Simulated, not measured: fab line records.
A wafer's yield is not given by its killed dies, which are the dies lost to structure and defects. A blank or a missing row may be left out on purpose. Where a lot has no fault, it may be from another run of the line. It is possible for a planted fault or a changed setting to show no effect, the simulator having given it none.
Split-lot trial	flow n5Finfet	39 wafers read across 7 lots, on a route 1938 steps long

== SPLIT DETAILS ==
At N5_STI_FIN_REVEAL_ETCHBACK_08 (etches SiO2 in C4F6/O2, target depth 30.5 nm, time 10.167 s), the setting targetDepthA was moved away from the recipe's 305 angstrom on 6 of the 39 wafers read, by +49.9% to +50.9%. All remaining wafers had this setting at the recipe value.

== FROM THE SPLIT TO THE READING: what the file shows between them, 3 steps ==
- N5_STI_FIN_REVEAL_STRIP_24: strips in N2/H2, time 90 s
- N5_STI_FIN_REVEAL_PRECLEAN_25: cleans in SPM, time 90 s
- N5_STI_FIN_REVEAL_SRD_23: time 30 s

== THE READING ==
trenchDepthNm, in nm, at N5_STI_FIN_REVEAL_FIN_H_MEAS_10. Fault-free wafers of this fab line usually give 52.2 nm, standard deviation 0.67 nm.

wafer	tool, chamber at the split	targetDepthA as run, angstrom	against the recipe	trenchDepthNm, nm	against lot-mates on the recipe
L077.1	rieDiel-01, 0,1,2,3,0,3	305	recipe	52.8	-
L077.2	rieDiel-01, 0,1,2,3,0,3	305	recipe	52.5	-
L077.3	rieDiel-01, 0,1,2,3,0,3	305	recipe	52.8	-
L077.4	rieDiel-01, 0,1,2,3,0,3	305	recipe	53.6	-
L077.5	rieDiel-01, 0,1,2,3,0,3	305	recipe	52.9	-
L077.6	rieDiel-01, 0,1,2,3,0,3	305	recipe	54.0	-
L078.1	rieDiel-01, 2,0,1,3,2,1	305	recipe	52.1	-
L078.2	rieDiel-01, 2,0,1,3,2,1	305	recipe	51.9	-
L078.3	rieDiel-01, 2,0,1,3,2,1	305	recipe	52.3	-
L078.4	rieDiel-01, 2,0,1,3,2,1	305	recipe	53.0	-
L078.5	rieDiel-01, 2,0,1,3,2,1	305	recipe	52.3	-
L078.6	rieDiel-01, 2,0,1,3,2,1	305	recipe	52.4	-
L079.1	rieDiel-06, 2,1,0,3,0,3	305	recipe	52.6	-
L079.2	rieDiel-06, 2,1,0,3,0,3	305	recipe	52.6	-
L079.3	rieDiel-06, 2,1,0,3,0,3	305	recipe	51.7	-
L079.4	rieDiel-06, 2,1,0,3,0,3	305	recipe	51.5	-
L079.5	rieDiel-06, 2,1,0,3,0,3	305	recipe	51.3	-
L079.6	rieDiel-06, 2,1,0,3,0,3	305	recipe	52.3	-
L081.1	rieDiel-02, 2,0,1	305	recipe	52.4	-
L081.2	rieDiel-02, 2,0,1	305	recipe	52.6	-
L081.4	rieDiel-02, 2,0,1	305	recipe	52.3	-
L088.1	rieDiel-02, 3,1,2,0,0,3	305	recipe	52.8	-
L088.2	rieDiel-02, 3,1,2,0,0,3	305	recipe	52.5	-
L088.3	rieDiel-02, 3,1,2,0,0,3	305	recipe	52.2	-
L088.4	rieDiel-02, 3,1,2,0,0,3	305	recipe	52.5	-
L088.5	rieDiel-02, 3,1,2,0,0,3	305	recipe	52.9	-
L088.6	rieDiel-02, 3,1,2,0,0,3	305	recipe	53.0	-
L090.1	rieDiel-06, 2,3,1	305	recipe	52.9	-
L090.2	rieDiel-06, 0,2,1	460.2	+50.9%	66.9	+14.0
L090.3	rieDiel-06, 2,3,1	305	recipe	53.0	-
L090.4	rieDiel-06, 2,3,1	305	recipe	52.7	-
L090.5	rieDiel-06, 0,2,1	460.2	+50.9%	68.4	+15.5
L090.6	rieDiel-06, 0,2,1	460.2	+50.9%	67.7	+14.8
L091.1	rieDiel-01, 1,3,0	457.1	+49.9%	68.0	+16.1
L091.2	rieDiel-01, 2,0,3	305	recipe	51.8	-
L091.3	rieDiel-01, 2,0,3	305	recipe	51.3	-
L091.4	rieDiel-01, 2,0,3	305	recipe	52.5	-
L091.5	rieDiel-01, 1,3,0	457.1	+49.9%	68.5	+16.6
L091.6	rieDiel-01, 1,3,0	457.1	+49.9%	67.8	+15.9
If several chambers appear in one row, that row covers several wafers at once and the file leaves open which wafer was in which chamber.

THE FIT
A straight line over all 39 wafers: trenchDepthNm changes by +0.306 nm for each +1% of targetDepthA; r = +0.99; the points scatter about the line by 0.59 nm.
The same after taking each lot's own level away (the mean of its wafers on the recipe; 39 wafers): +0.308 nm for each +1%; r = +1.00; scatter 0.55 nm.
Per that fit: largest targetDepthA move, reading shift of 16 nm.
The lots' own levels span 51.87 to 53.10 nm, that is 1.8 times the standard deviation above.
Consequently the slope shifts little with the lot-to-lot level, the two slopes agreeing.
Check: for one of the wafers moved furthest among these (+50.9%), held out of the fit, the line's prediction against its lot-mates is +16 nm. Against them it came out at +14 nm.

== FURTHER SPLITS ON THESE WAFERS ==
Note: prior to the reading, these wafers also went through further splits. Each is held against what the fit with the lots' levels taken away leaves over:
other split on the same wafers	wafers away from the commonest value	r with trenchDepthNm (lot level and that fit taken away)
N5_FIN_SAQP_ETCH_65 timeS	18	+0.15

== THE FILE'S OWN FIT ==
trenchDepthNm changes by +0.308 nm for each +1% of targetDepthA, r = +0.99.
